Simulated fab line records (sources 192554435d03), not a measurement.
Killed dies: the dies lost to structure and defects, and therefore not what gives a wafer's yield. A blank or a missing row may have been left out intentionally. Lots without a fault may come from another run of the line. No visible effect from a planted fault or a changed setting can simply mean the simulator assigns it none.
Matching of chambers | flow n5_finfet | N5_STI_FIN_REVEAL_ALD_00 on ald_sin-04: 4 sister chambers
The step deposits SiO2, target thk 1 nm, pulse time 1 s. 14 wafers are shown with their chamber, then 7 later ones without.

== WAFERS WITH THEIR CHAMBER ==
wafer  | chamber | heater_power_w (W) | precursor_pulse_height_rel
L075.1 | 2       | 518                | 0.985
L075.2 | 0       | 414                | 1.014
L075.3 | 3       | 429                | 1.025
L075.4 | 1       | 506                | 1.010
L075.5 | 2       | 506                | 0.988
L075.6 | 3       | 432                | 0.985
L078.2 | 0       | 401                | 0.966
L078.3 | 2       | 528                | 0.995
L078.6 | 0       | 412                | 1.001
L084.1 | 1       | 503                | 0.995
L084.4 | 2       | 514                | 1.016
L084.6 | 0       | 410                | 0.979
L090.1 | 3       | 439                | 1.005
L090.3 | 0       | 411                | 1.027

SIGNATURES (averages over the wafers above)
reading                    | chamber 0 | chamber 1 | chamber 2 | chamber 3 | scatter within a chamber
heater_power_w             | 409.60    | 504.50    | 516.50    | 433.33    | 6.4
precursor_pulse_height_rel | 0.99740   | 1.00250   | 0.99600   | 1.00500   | 0.02
Rule: a wafer's distance from a chamber is the root of the sum, over the readings, of the square of ((its reading less the chamber's mean) divided by the reading's scatter). The wafer belongs to the nearest chamber; if the next one is less than 2 further off, it can't be placed. The scatter: take each reading less its chamber's mean, square it, sum over the shown wafers, divide by the number of wafers less the number of chambers, and take the root.

== WAFERS WITHOUT THEIR CHAMBER ==
wafer  | heater_power_w (W) | precursor_pulse_height_rel
L090.6 | 510                | 1.009
L094.3 | 406                | 1.021
L094.4 | 520                | 0.999
L094.6 | 512                | 1.007
L097.2 | 407                | 0.998
L097.3 | 514                | 1.027
L097.5 | 503                | 0.985

== THE CHAMBER EACH PASSED THROUGH ==
wafer  | from the rows above     | in truth
L090.6 | can't be placed: 1 or 2 | 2
L094.3 | 0                       | 0
L094.4 | can't be placed: 2 or 1 | 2
L094.6 | can't be placed: 2 or 1 | 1
L097.2 | 0                       | 0
L097.3 | can't be placed: 2 or 1 | 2
L097.5 | can't be placed: 1 or 2 | 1
Placed correctly: 2 of 7. Can't be placed from these rows: 5 (the true chamber is among the candidates in 5). Wrongly placed: 0.
